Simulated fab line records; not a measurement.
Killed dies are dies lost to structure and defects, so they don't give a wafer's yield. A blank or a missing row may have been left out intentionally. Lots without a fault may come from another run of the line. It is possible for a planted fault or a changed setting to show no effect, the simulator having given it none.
Matching of chambers    flow nand_harc    pecvd-03 running NHARC_A_STAIRCASE_DEP_471: 3 sister chambers
The step deposits SiO2, target thk 100 nm. 3 wafers are shown with their chamber, then 10 later ones without.

== EACH WAFER AND ITS CHAMBER ==
wafer   chamber  throttle_valve_pct (%)
L088.5  1        16.1
L087.1  0        15.7
L087.3  2        15.9

== WAFERS WHOSE CHAMBER IS MISSING ==
wafer   throttle_valve_pct (%)
L087.5  15.8
L091.1  16.4
L091.3  15.8
L091.4  15.8
L096.3  16.1
L096.5  15.8
L096.6  15.7
L097.1  15.8
L097.5  16.0
L097.6  16.5

== THE CHAMBER EACH PASSED THROUGH ==
wafer   from the rows above           in truth
L087.5  can't be placed: 2 or 0 or 1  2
L091.1  can't be placed: 1 or 2       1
L091.3  can't be placed: 2 or 0 or 1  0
L091.4  can't be placed: 2 or 0 or 1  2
L096.3  can't be placed: 1 or 2       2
L096.5  can't be placed: 2 or 0 or 1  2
L096.6  can't be placed: 0 or 2       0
L097.1  can't be placed: 2 or 0 or 1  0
L097.5  can't be placed: 2 or 1 or 0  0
L097.6  can't be placed: 1 or 2       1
Correct placement for 0 of the 10. Cannot be placed on the basis of these rows: 10; the candidates contain the true chamber in 10. Wrongly placed: 0.
How it was worked out, from the rows above alone: a wafer's distance from a chamber is the root of the sum, over the readings, of the square of ((its reading less the chamber's mean) divided by the reading's scatter). If the next closest chamber is less than 2 further off than the closest, the wafer can't be placed; otherwise it belongs to the closest. A chamber's mean is the mean of its shown wafers. The scatter: with one shown wafer a chamber, the root of the mean of the squares of how far each hidden wafer lies from its nearest shown one.
